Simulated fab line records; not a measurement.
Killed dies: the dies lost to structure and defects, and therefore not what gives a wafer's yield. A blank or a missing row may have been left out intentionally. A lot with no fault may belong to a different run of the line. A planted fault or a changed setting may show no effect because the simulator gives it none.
Struck lot and sound lot, side by side -- flow nand_harc -- 35 steps out of a route of 1302
Sound: the wafers L694.1, L694.3, L694.4. Struck: wafer L705.3. Last of all comes the cause.
Per side, at each step with rows, come the tool, then ch with its chambers, and then its first start. Under that, the readings that differ: sound wafers -- struck wafers -- difference of the means -- sigmas: that difference in standard deviations of wafers without a fault.
alike: words and numbers the same on both sides, and readings whose means are apart by under 2 such deviations; not compared: readings that were withheld, readings missing a value for some wafer, numbers with overlapping values and no deviation given by the record, and bounds like >300 which may hide the same value.
The two part at a step that has a row with sigmas, a row that says differs or no value, or rows on one side only. Non-overlapping numbers with no deviation appear without sigmas and do not part them. A reading that every wafer of one side lacks parts them only if that side has two wafers or more.

first, 5 steps without rows for these wafers: NHARC_A_CHANNEL_HOLE_D2_STRIP_43 (strips in O2/COS); NHARC_A_CHANNEL_HOLE_D2_ETCH_44 (etches the open film in CF4/O2, target depth 140 nm, overetch 14 nm, time 77 s); NHARC_A_CHANNEL_HOLE_D2_STRIP_28 (strips in O2); NHARC_A_CHANNEL_HOLE_D2_PRECLEAN_29 (cleans in SC1); NHARC_A_CHANNEL_HOLE_D2_SRD_30.
NHARC_A_CHANNEL_HOLE_D2_CD_MEAS_31:
  sound on cd_sem-01, day 15 01:13; struck on cd_sem-03, day 19 13:26
  alike: cd_nm
following that, these wafers have no rows for 1 step: NHARC_A_CHANNEL_HOLE_D2_XSEM_32.
NHARC_A_CHANNEL_HOLE_D2_INSPECT_40:
  sound on defect_inspect-02, day 15 01:23; struck on defect_inspect-01, day 19 13:37
  alike: raw_defect_count
then, 2 steps without rows for these wafers: NHARC_A_CHANNEL_FILL_D2_PRECLEAN_00 (cleans in SC1); NHARC_A_CHANNEL_FILL_D2_SRD_01.
NHARC_A_CHANNEL_FILL_D2_ALD_02: deposits SiO2, target thk 6 nm, pulse time 10 s, ald cycles 60.
  sound on ald_hk-02 ch 0,2,3, day 15 01:40; struck on ald_hk-03 ch 1, day 19 13:57
reading,sound,struck,difference,sigmas
precursor_pulse_height_rel,0.969 0.979 0.974,1.047,+0.073,+4
since_wet_clean_h (h),156 156 156,42,-114,
  alike: heater_power_w
then, 1 step without rows for these wafers: NHARC_A_CHANNEL_FILL_D2_ALD_03 (deposits SiNx, target thk 6 nm, pulse time 60 s, ald cycles 58).
NHARC_A_CHANNEL_FILL_D2_ALD_14: deposits SiO2, target thk 2.5 nm, pulse time 10 s, ald cycles 25.
  sound on ald_hk-03 ch 1,2,3, day 15 10:08; struck on ald_hk-03 ch 3, day 19 19:34
reading,sound,struck,difference,sigmas
precursor_pulse_height_rel,1.016 0.961 0.990,1.028,+0.039,+2
since_wet_clean_h (h),121 121 121,48,-73,
  alike: heater_power_w
then, 1 step without rows for these wafers: NHARC_A_CHANNEL_FILL_D2_ALD_15 (deposits SiNx, target thk 2 nm, pulse time 60 s, ald cycles 19).
NHARC_A_CHANNEL_FILL_D2_ALD_16: deposits SiO2, target thk 1.5 nm, pulse time 10 s, ald cycles 15.
  sound on ald_hk-03 ch 1,2,3, day 15 15:16; struck on ald_hk-02 ch 1, day 20 00:50
reading,sound,struck,difference,sigmas
since_wet_clean_h (h),126 126 126,97,-29,
  alike: heater_power_w, precursor_pulse_height_rel
then, 4 steps without rows for these wafers: NHARC_A_CHANNEL_FILL_D2_ANNEAL_17 (time 1800 s); NHARC_A_CHANNEL_FILL_D2_CVD_18 (deposits poly-Si, target thk 3 nm); NHARC_A_CHANNEL_FILL_D2_ETCHBACK_19 (etches the open film in HBr/Cl2, target depth 5 nm, time 1.7 s); NHARC_A_CHANNEL_FILL_D2_ETCHBACK_20 (etches the open film in C4F8/O2/Ar, target depth 27 nm, time 13.5 s).
NHARC_A_CHANNEL_FILL_D2_STRIP_28: strips in O2, time 20 s.
  sound on rie_diel-10 ch 1,2,3, day 16 03:21; struck on rie_diel-10 ch 0, day 20 13:34
reading,sound,struck,difference,sigmas
rf_hours_counter_h (h),3 3 4,1,-2,
  alike: drypump_motor_current_A, oes_product_au, rf_vpp_V, showerhead_plenum_p_Torr, throttle_valve_pct
then, 4 steps without rows for these wafers: NHARC_A_CHANNEL_FILL_D2_PRECLEAN_21 (cleans in dHF, time 30 s); NHARC_A_CHANNEL_FILL_D2_SRD_23; NHARC_A_CHANNEL_FILL_D2_CVD_05 (deposits poly-Si, target thk 5 nm); NHARC_A_CHANNEL_FILL_D2_ANNEAL_22 (time 7200 s).
NHARC_A_CHANNEL_FILL_D2_ALD_25: deposits SiOx, target thk 60 nm, pulse time 10 s, ald cycles 600.
  sound on ald_hk-03 ch 1,2,3, day 16 16:01; struck on ald_hk-02 ch 0, day 21 02:37
reading,sound,struck,difference,sigmas
since_wet_clean_h (h),152 153 152,124,-28,
  alike: heater_power_w, precursor_pulse_height_rel
then, 1 step without rows for these wafers: NHARC_A_CHANNEL_FILL_D2_ETCHBACK_08 (etches the open film in C4F8, target depth 220 nm, time 110 s).
NHARC_A_CHANNEL_FILL_D2_STRIP_29: strips in O2, time 20 s.
  sound on rie_diel-10 ch 1,2,3; struck on rie_diel-10 ch 0
reading,sound,struck,difference,sigmas
rf_hours_counter_h (h),4 4 4,1,-3,
  alike: drypump_motor_current_A, oes_product_au, rf_vpp_V, showerhead_plenum_p_Torr, throttle_valve_pct
then, 7 steps without rows for these wafers: NHARC_A_CHANNEL_FILL_D2_PRECLEAN_30 (cleans in dHF, time 30 s); NHARC_A_CHANNEL_FILL_D2_SRD_31; NHARC_A_CHANNEL_FILL_D2_CVD_09 (deposits poly-Si, target thk 150 nm, time 3000 s); NHARC_A_CHANNEL_FILL_D2_CMP_10 (polishes, target thk 150 nm); NHARC_A_CHANNEL_FILL_D2_SRD_12; NHARC_A_CHANNEL_FILL_D2_RTA_24 (time 5 s); NHARC_A_STAIRCASE_DEP_156 (deposits SiNx, target thk 50 nm).
-- jump in the record: it breaks off in module A_STAIRCASE and resumes in module END (first step shown: number 1302 of the route), and 12 days separate the struck wafers' starts before and after --
NHARC_END_SORT_01:
  the record has rows for the struck wafers here (prober-01 ch 0, day 33 04:43) and none for the sound ones

== WHERE THEY PART ==
First at NHARC_A_CHANNEL_FILL_D2_ALD_02; last, within this record, at NHARC_END_SORT_01.

WHY: what the simulator had put in
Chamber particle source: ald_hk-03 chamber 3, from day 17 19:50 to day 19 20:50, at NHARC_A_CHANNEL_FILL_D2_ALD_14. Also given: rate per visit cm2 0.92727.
